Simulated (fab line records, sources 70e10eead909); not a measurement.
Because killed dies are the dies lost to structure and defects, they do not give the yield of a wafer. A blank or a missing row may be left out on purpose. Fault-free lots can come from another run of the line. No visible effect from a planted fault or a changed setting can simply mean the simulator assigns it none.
The tool behind it: which one? | flow nand_harc | route of 1302 steps, sampled at 1 step: 11 lots, 33 wafers

WHAT THE GAUGES READ, wafer by wafer
NHARC_A_BONDPAD_THK_MEAS_20: measures by xrf.
lot  | measured     | on            | thk_nm (nm)
L476 | day 23 02:25 | film_metro-02 | 170.1 172.5 170.3
L478 | day 23 15:07 | film_metro-01 | 171.7 170.4 172.9
L477 | day 23 18:04 | film_metro-01 | 171.8 171.8 171.7
L483 | day 25 00:59 | film_metro-01 | 170.5 171.3 170.0
L482 | day 25 06:20 | film_metro-01 | 168.0 170.5 171.0
L488 | day 28 10:26 | film_metro-01 | 170.2 171.1 170.3
L489 | day 28 11:07 | film_metro-02 | 169.6 168.2 170.9
L493 | day 29 07:49 | film_metro-01 | 167.1 168.9 171.4
L496 | day 31 13:47 | film_metro-01 | 171.7 172.3 170.8
L498 | day 32 02:46 | film_metro-02 | 168.5 169.7 169.3
L499 | day 33 18:30 | film_metro-02 | 171.7 171.7 169.0

EACH LOT AND THE TOOL THAT RAN IT (in order: tool; ch and the chambers of the sampled wafers; start)
There is no process step in the record ahead of these readings.

THE ANSWER, worked out from the rows above alone
Rule: usual is defined by the lots themselves. Put in order of their means at a reading, lots are off if they are a third of the lots or fewer, leave a main group of 4 or more, and stand apart from it by a gap of 3 or more times the standard deviation of the main group's means; of several such gaps the widest counts. A main group whose means are all the same, to the digits that the tables above print for the reading, isn't used. A lot without any number at a reading at which 4 lots or more have one is off too. Where the step has rows for the other lots, those lots are counted as sound.
Nothing can be told from this: no lot is off at any reading shown.

WHAT THE SIMULATOR HAD PUT IN
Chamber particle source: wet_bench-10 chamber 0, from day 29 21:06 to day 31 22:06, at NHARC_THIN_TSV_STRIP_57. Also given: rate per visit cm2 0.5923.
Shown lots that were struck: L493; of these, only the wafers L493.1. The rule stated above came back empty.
